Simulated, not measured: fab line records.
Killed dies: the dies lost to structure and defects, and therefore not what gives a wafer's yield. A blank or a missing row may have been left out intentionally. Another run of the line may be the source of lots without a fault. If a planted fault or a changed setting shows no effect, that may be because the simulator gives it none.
Which of the tools did it? + flow nand_harc + 12 lots with 36 wafers sampled at 6 steps, on a route of 1159 steps

== WHAT THE GAUGES READ, wafer by wafer ==
NHARC_P_M2_INSPECT_27.
| lot  | measured     | on                | raw_defect_count |
|------|--------------|-------------------|------------------|
| L075 | day 6 16:35  | defect_inspect-01 | 237 333 352      |
| L076 | day 7 07:00  | defect_inspect-01 | 259 269 252      |
| L080 | day 7 15:42  | defect_inspect-01 | 385 243 388      |
| L082 | day 8 01:58  | defect_inspect-01 | 341 279 313      |
| L085 | day 8 19:51  | defect_inspect-02 | 353 171 228      |
| L084 | day 8 22:50  | defect_inspect-02 | 828 568 306      |
| L086 | day 9 08:54  | defect_inspect-01 | 545 403 439      |
| L088 | day 9 20:02  | defect_inspect-01 | 384 307 443      |
| L091 | day 10 15:21 | defect_inspect-02 | 249 235 309      |
| L093 | day 11 01:53 | defect_inspect-01 | 461 385 414      |
| L096 | day 11 20:12 | defect_inspect-02 | 573 391 397      |
| L097 | day 11 21:52 | defect_inspect-02 | 307 474 262      |

== WHICH TOOL RAN EACH LOT (tool, then ch and the chambers of the sampled wafers, then the start) ==
| lot  | NHARC_P_M1_CMP_23             | NHARC_P_M1_PRE_CLEAN_32         | NHARC_P_M2_DESCUM_14               | NHARC_P_M2_ETCH_35                 | NHARC_P_M2_CMP_23             |
|------|-------------------------------|---------------------------------|------------------------------------|------------------------------------|-------------------------------|
| L075 | cmp-04 ch 1,2,3, day 6 11:57  | pecvd-04 ch 0,1,2, day 6 12:30  | rie_diel-01 ch 0,2,3, day 6 14:01  | rie_diel-01 ch 1,2,3, day 6 14:07  | cmp-03 ch 0,1,2, day 6 16:07  |
| L076 | cmp-03 ch 0,2,3, day 7 02:14  | pecvd-04 ch 0,2, day 7 02:45    | rie_diel-12 ch 0,2, day 7 04:16    | rie_diel-12 ch 0,1, day 7 04:21    | cmp-03 ch 1,2,3, day 7 06:34  |
| L080 | cmp-01 ch 0,1,2, day 7 11:04  | pecvd-04 ch 0,2, day 7 11:37    | rie_diel-10 ch 2,3, day 7 13:07    | rie_diel-10 ch 0,2,3, day 7 13:12  | cmp-01 ch 0,1, day 7 15:14    |
| L082 | cmp-03 ch 1,2,3, day 7 21:20  | pecvd-01 ch 0,1,2, day 7 21:50  | rie_diel-10 ch 0,1,2, day 7 23:13  | rie_diel-10 ch 1,2,3, day 7 23:19  | cmp-03 ch 0,1, day 8 01:31    |
| L085 | cmp-04 ch 0,1, day 8 15:10    | pecvd-02 ch 1,2, day 8 15:43    | rie_diel-01 ch 0,2,3, day 8 17:14  | rie_diel-01 ch 1,2, day 8 17:19    | cmp-01 ch 2,3, day 8 19:24    |
| L084 | cmp-03 ch 0,1,3, day 8 17:42  | pecvd-01 ch 1,2, day 8 18:14    | rie_diel-01 ch 0,1, day 8 19:47    | rie_diel-01 ch 1,2,3, day 8 19:53  | cmp-01 ch 0,2,3, day 8 22:23  |
| L086 | cmp-03 ch 0,1,3, day 9 04:26  | pecvd-01 ch 1,2, day 9 04:55    | rie_diel-01 ch 0,1,3, day 9 06:19  | rie_diel-01 ch 0,1,3, day 9 06:24  | cmp-02 ch 1,2,3, day 9 08:25  |
| L088 | cmp-01 ch 0,2,3, day 9 15:20  | pecvd-01 ch 1,2, day 9 15:53    | rie_diel-01 ch 0,1,3, day 9 17:25  | rie_diel-01 ch 0,2,3, day 9 17:29  | cmp-03 ch 1,2,3, day 9 19:33  |
| L091 | cmp-03 ch 0,1,2, day 10 10:31 | pecvd-02 ch 0,1, day 10 11:05   | rie_diel-10 ch 2,3, day 10 12:42   | rie_diel-10 ch 0,1,3, day 10 12:47 | cmp-02 ch 0,2, day 10 14:50   |
| L093 | cmp-04 ch 1,2,3, day 10 21:09 | pecvd-02 ch 0,1,2, day 10 21:42 | rie_diel-01 ch 0,1,2, day 10 23:11 | rie_diel-01 ch 1,2,3, day 10 23:17 | cmp-03 ch 1,2,3, day 11 01:25 |
| L096 | cmp-04 ch 1,3, day 11 15:40   | pecvd-01 ch 0,2, day 11 16:14   | rie_diel-01 ch 2,3, day 11 17:36   | rie_diel-01 ch 0,2,3, day 11 17:41 | cmp-02 ch 0,3, day 11 19:44   |
| L097 | cmp-01 ch 1,3, day 11 17:12   | pecvd-04 ch 0,2, day 11 17:45   | rie_diel-10 ch 1,2,3, day 11 19:16 | rie_diel-10 ch 2,3, day 11 19:20   | cmp-02 ch 1,2, day 11 21:26   |
- NHARC_P_M1_CMP_23: polishes, t overpolish 20 s, target thk 157.82 nm.
- NHARC_P_M1_PRE_CLEAN_32: time 12 s.
- NHARC_P_M2_DESCUM_14: chemistry O2, time 3 s.
- NHARC_P_M2_ETCH_35: etches the open film in N2/H2, target depth 40 nm, overetch 12 nm, time 43.94 s.
- NHARC_P_M2_CMP_23: polishes, t overpolish 20 s, target thk 144.3 nm.

== THE ANSWER, worked out from the rows above alone ==
Rule: the lots themselves supply what counts as usual. Put in order of their means at a reading, lots are off if they are a third of the lots or fewer, leave a main group of 4 or more, and stand apart from it by a gap of 3 or more times the standard deviation of the main group's means; of several such gaps the widest counts. The tables above print the reading to a certain number of digits; a main group whose means all agree to those digits is not used. Also off: a lot with no number at a reading for which 4 or more lots have one. Where the step has rows for the other lots, those lots are counted as sound.
No lot is off on any of the readings shown, so nothing can be concluded from this.

== WHAT THE SIMULATOR HAD PUT IN ==
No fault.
